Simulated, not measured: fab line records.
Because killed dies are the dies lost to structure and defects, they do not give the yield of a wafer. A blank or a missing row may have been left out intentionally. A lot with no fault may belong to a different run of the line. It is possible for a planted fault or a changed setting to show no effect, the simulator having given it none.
Which tool is to blame?    flow n5-finfet    20 wafers from 7 lots sampled at 2 of the route's 1938 steps

WHAT THE GAUGES SHOWED, per wafer
N5_BEOL_M3_THK_MEAS_01.
lot   measured      on             M3_ILD_THK (nm)
L403  day 8 07:04   film-metro-02  76.4 77.2 79.6
L404  day 8 07:40   film-metro-02  78.4 78.8 80.8
L414  day 10 10:15  film-metro-01  79.6 79.3 79.3
L415  day 11 02:16  film-metro-01  78.6 78.4 79.7
L421  day 11 16:48  film-metro-02  79.1 79.8 80.1
L424  day 12 08:40  film-metro-02  78.2 79.3
L425  day 13 09:23  film-metro-02  76.8 78.7 79.1

WHAT TOOL EACH LOT RAN ON (gives the tool, then ch and the chambers of the sampled wafers, and finally the start)
lot   N5_BEOL_M2_CO_CAP_55
L403  cvd-co-01 ch 0,1, day 8 06:45
L404  cvd-co-02 ch 0,1, day 8 07:21
L414  cvd-co-02 ch 0,1,2, day 10 09:55
L415  cvd-co-01 ch 0,1,2, day 11 01:56
L421  cvd-co-01 ch 0,1,2, day 11 16:29
L424  cvd-co-02 ch 2, day 12 08:21
L425  cvd-co-02 ch 0,1, day 13 09:03
- N5_BEOL_M2_CO_CAP_55: material Co, precursor CCTBA/H2, target thk 2 nm, time 102.1 s.

THE ANSWER, worked out from the rows above alone
Rule: the lots themselves supply what counts as usual. Put in order of their means at a reading, lots are off if they are a third of the lots or fewer, leave a main group of 4 or more, and stand apart from it by a gap of 3 or more times the standard deviation of the main group's means; of several such gaps the widest counts. The tables above print the reading to a certain number of digits; a main group whose means all agree to those digits is not used. Also off: a lot with no number at a reading for which 4 or more lots have one. The other lots that the step has rows for count as sound.
No lot is off at any reading shown: from this, nothing can be told.

WHAT THE SIMULATOR HAD PUT IN
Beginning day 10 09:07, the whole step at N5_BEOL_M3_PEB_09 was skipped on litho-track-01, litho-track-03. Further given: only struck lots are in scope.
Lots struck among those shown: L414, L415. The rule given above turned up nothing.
